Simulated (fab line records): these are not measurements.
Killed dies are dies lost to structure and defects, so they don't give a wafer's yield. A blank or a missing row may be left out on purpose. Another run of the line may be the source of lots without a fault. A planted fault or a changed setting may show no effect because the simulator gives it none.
Struck lot and sound lot, side by side :: flow nandHarc :: 20 out of 1302 route steps
Sound: these wafers, L475.1, L475.2, L475.3. The struck wafers were L479.1, L479.3, L479.6. Last of all comes the cause.
For every step that has rows: the tool of each side, followed by ch and its chambers, followed by its first start. Under that, the readings that differ: sound wafers :: struck wafers :: difference of the means :: sigmas: that difference in standard deviations of wafers without a fault.
alike: readings with means less than 2 such deviations apart, plus words and numbers identical on both sides. not compared: withheld readings, readings lacking a value on some wafer, bounds such as >300 that could conceal the same value, and numbers that have no deviation in the record and whose values overlap.
Wherever a step has rows on one side only, a row that says differs or no value, or a row with sigmas, the two part there. Numbers that have no deviation but don't overlap get no sigmas and don't part them. A reading that every wafer of one side lacks parts them only if that side has two wafers or more.

NHARC_P_GATE_CD_MEAS_59: target cd 720 nm.
  sound on cdSem-03 ch 0, day 7 16:41; struck on cdSem-01 ch 0, day 9 19:47
reading: cdNm (nm)
sound: 717.6 716.3 716.5
struck: 720.5 720.2 720.4
difference: +3.6
sigmas: +2
then, 1 step without rows for these wafers: NHARC_P_GATE_HARDBAKE_60 (time 80 s).
NHARC_P_GATE_DESCUM_61: chemistry O2, time 3 s.
  sound on rieDiel-10 ch 0,1,2, day 7 16:50; struck on rieDiel-13 ch 1,3, day 9 19:56
  alike: drypumpMotorCurrentA, oesProductAu, rfVppV, showerheadPlenumPTorr, throttleValvePct
  not compared: rfHoursCounterH
after that, 1 step had no rows for these wafers: NHARC_P_GATE_IMPLANT_62.
NHARC_P_GATE_STRIP_112: strips in N2/H2, time 200 s.
  sound on plasmaAsher-02 ch 0,1, day 7 17:14; struck on plasmaAsher-02 ch 0,1, day 9 20:19
  alike: drypumpMotorCurrentA, heaterPowerW
  not compared: rfHoursCounterH
NHARC_P_GATE_STRIP_76: strips in O2.
  sound on plasmaAsher-02 ch 0,1, day 7 17:30; struck on plasmaAsher-02 ch 0,1, day 9 20:34
  alike: drypumpMotorCurrentA, heaterPowerW
  not compared: rfHoursCounterH
then, 6 steps without rows for these wafers: NHARC_P_GATE_STRIP_63 (strips in SPM, time 900 s); NHARC_P_GATE_DEHYDRATE_83 (time 120 s); NHARC_P_GATE_HMDS_84 (time 30 s); NHARC_P_GATE_COAT_85; NHARC_P_GATE_SOFTBAKE_86 (time 95 s); NHARC_P_GATE_EBR_87.
NHARC_P_GATE_EXPOSE_88: exposes mask P HVN, target cd 2000 nm.
  sound on krfScanner-04 ch 0, day 7 18:16; struck on krfScanner-04 ch 0, day 9 21:23
reading: mask
sound: P_HVN#0 P_HVN#0 P_HVN#0
struck: P_HVN_R1#0 P_HVN_R1#0 P_HVN_R1#0
difference: differs
sigmas: 
then, 2 steps without rows for these wafers: NHARC_P_GATE_PEB_89 (peb time 85 s); NHARC_P_GATE_DEVELOP_90 (time 70 s).
NHARC_P_GATE_CD_MEAS_91: target cd 2000 nm.
  sound on cdSem-02 ch 0, day 7 18:25; struck on cdSem-02 ch 0, day 9 21:32
reading: cdNm (nm)
sound: 2001.3 2000.0 2001.3
struck: 2171.4 2171.6 2171.1
difference: +170.5
sigmas: +99 or more
then, 1 step without rows for these wafers: NHARC_P_GATE_HARDBAKE_92 (time 80 s).
NHARC_P_GATE_DESCUM_93: chemistry O2, time 3 s.
  sound on rieDiel-10 ch 0,1,2, day 7 18:34; struck on rieDiel-09 ch 0,3, day 9 21:42
reading: model.P_GATE.cdNm (nm)
sound: 2001 2000 2001
struck: 2171 2172 2171
difference: +171
sigmas: 
  alike: drypumpMotorCurrentA, oesProductAu, rfVppV, showerheadPlenumPTorr, throttleValvePct
  not compared: rfHoursCounterH
after that, 1 step had no rows for these wafers: NHARC_P_GATE_IMPLANT_94.
-- record jumps: 18 days between struck wafers' starts before vs after; left off in module P_GATE, resumes in module END, first step shown is number 1302 of the route --
NHARC_END_SORT_01:
  the record has rows for the struck wafers here (prober-01 ch 0, day 28 07:43) and none for the sound ones

WHERE THEY PART
First at NHARC_P_GATE_CD_MEAS_59; last, within this record, at NHARC_END_SORT_01.

WHY: the cause the simulator had injected
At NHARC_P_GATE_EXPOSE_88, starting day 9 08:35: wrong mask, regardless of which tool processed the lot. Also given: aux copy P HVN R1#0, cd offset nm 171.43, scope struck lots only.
